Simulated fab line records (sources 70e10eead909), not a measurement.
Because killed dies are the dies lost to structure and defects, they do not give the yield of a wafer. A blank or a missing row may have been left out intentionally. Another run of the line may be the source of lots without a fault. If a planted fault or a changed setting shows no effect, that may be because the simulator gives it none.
Which of the tools did it? / flow nandHarc / 7 lots, 20 wafers sampled, at 3 steps of a route of 1159

== WHAT EACH GAUGE READ, for each wafer ==
NHARC_A_M0_CD_MEAS_09 targets a cd of 80 nm.
lot=L925; measured=day 17 18:58; on=cdSem-02; cdNm (nm)=80.6 80.1 80.4
lot=L924; measured=day 18 02:34; on=cdSem-02; cdNm (nm)=80.3 79.7 80.4
lot=L928; measured=day 18 19:37; on=cdSem-02; cdNm (nm)=80.5 80.1 79.6
lot=L930; measured=day 19 17:08; on=cdSem-01; cdNm (nm)=79.8 79.6 80.4
lot=L935; measured=day 19 22:04; on=cdSem-02; cdNm (nm)=78.7 79.7 78.9
lot=L934; measured=day 20 14:05; on=cdSem-03; cdNm (nm)=80.9 69.8
lot=L943; measured=day 23 05:11; on=cdSem-01; cdNm (nm)=78.8 80.0 79.8

== WHAT TOOL EACH LOT RAN ON (gives the tool, then ch and the chambers of the sampled wafers, and finally the start) ==
lot=L925; NHARC_A_BLC_ETCH_18=rieDiel-10 ch 0,3, day 17 15:24 or earlier; NHARC_A_M0_EXPOSE_06=arfiScanner-02 ch 0, day 17 18:50
lot=L924; NHARC_A_BLC_ETCH_18=rieDiel-10 ch 0,1,3, day 17 20:28 or earlier; NHARC_A_M0_EXPOSE_06=arfiScanner-01 ch 0, day 18 02:26
lot=L928; NHARC_A_BLC_ETCH_18=rieDiel-04 ch 0,1,3, day 18 13:04 or earlier; NHARC_A_M0_EXPOSE_06=arfiScanner-02 ch 0, day 18 19:28
lot=L930; NHARC_A_BLC_ETCH_18=rieDiel-10 ch 0,1,2, day 19 14:03 or earlier; NHARC_A_M0_EXPOSE_06=arfiScanner-01 ch 0, day 19 17:00
lot=L935; NHARC_A_BLC_ETCH_18=rieDiel-04 ch 0,3, day 19 19:08 or earlier; NHARC_A_M0_EXPOSE_06=arfiScanner-02 ch 0, day 19 21:55
lot=L934; NHARC_A_BLC_ETCH_18=rieDiel-07 ch 0,3, day 20 08:51 or earlier; NHARC_A_M0_EXPOSE_06=arfiScanner-02 ch 0, day 20 13:57
lot=L943; NHARC_A_BLC_ETCH_18=rieDiel-04 ch 0,1, day 22 21:56 or earlier; NHARC_A_M0_EXPOSE_06=arfiScanner-01 ch 0, day 23 05:04
- NHARC_A_BLC_ETCH_18: etches the open film in C4F8/O2/Ar, target depth 910 nm.
- NHARC_A_M0_EXPOSE_06: exposes mask A M0, target cd 80 nm.

== THE ANSWER, worked out from the rows above alone ==
Rule: the usual values come from the lots themselves. Put in order of their means at a reading, lots are off if they are a third of the lots or fewer, leave a main group of 4 or more, and stand apart from it by a gap of 3 or more times the standard deviation of the main group's means; of several such gaps the widest counts. If all means in a main group match to the digits the tables above print for the reading, that group is not used. A lot without any number at a reading at which 4 lots or more have one is off too. The other lots that the step has rows for count as sound.
Off: L934, at NHARC_A_M0_CD_MEAS_09 (cdNm). The main group has a mean of 79.9 nm with a standard deviation of 0.42.
If a tool, at a process step before that reading, ran all the lots that are off and no sound lot after the first of them, it fits. Gauges at NHARC_A_M0_CD_MEAS_09: tried the same way as those tools. With no start given for some of its lots, NHARC_A_BLC_ETCH_18 uses the hours and lot order of NHARC_A_BLC_CD_MEAS_19. Can't be told from this: 3 tools fit, rieDiel-07 at NHARC_A_BLC_ETCH_18, arfiScanner-02 at NHARC_A_M0_EXPOSE_06, cdSem-03 at NHARC_A_M0_CD_MEAS_09.

== WHAT HAD BEEN PUT IN BY THE SIMULATOR ==
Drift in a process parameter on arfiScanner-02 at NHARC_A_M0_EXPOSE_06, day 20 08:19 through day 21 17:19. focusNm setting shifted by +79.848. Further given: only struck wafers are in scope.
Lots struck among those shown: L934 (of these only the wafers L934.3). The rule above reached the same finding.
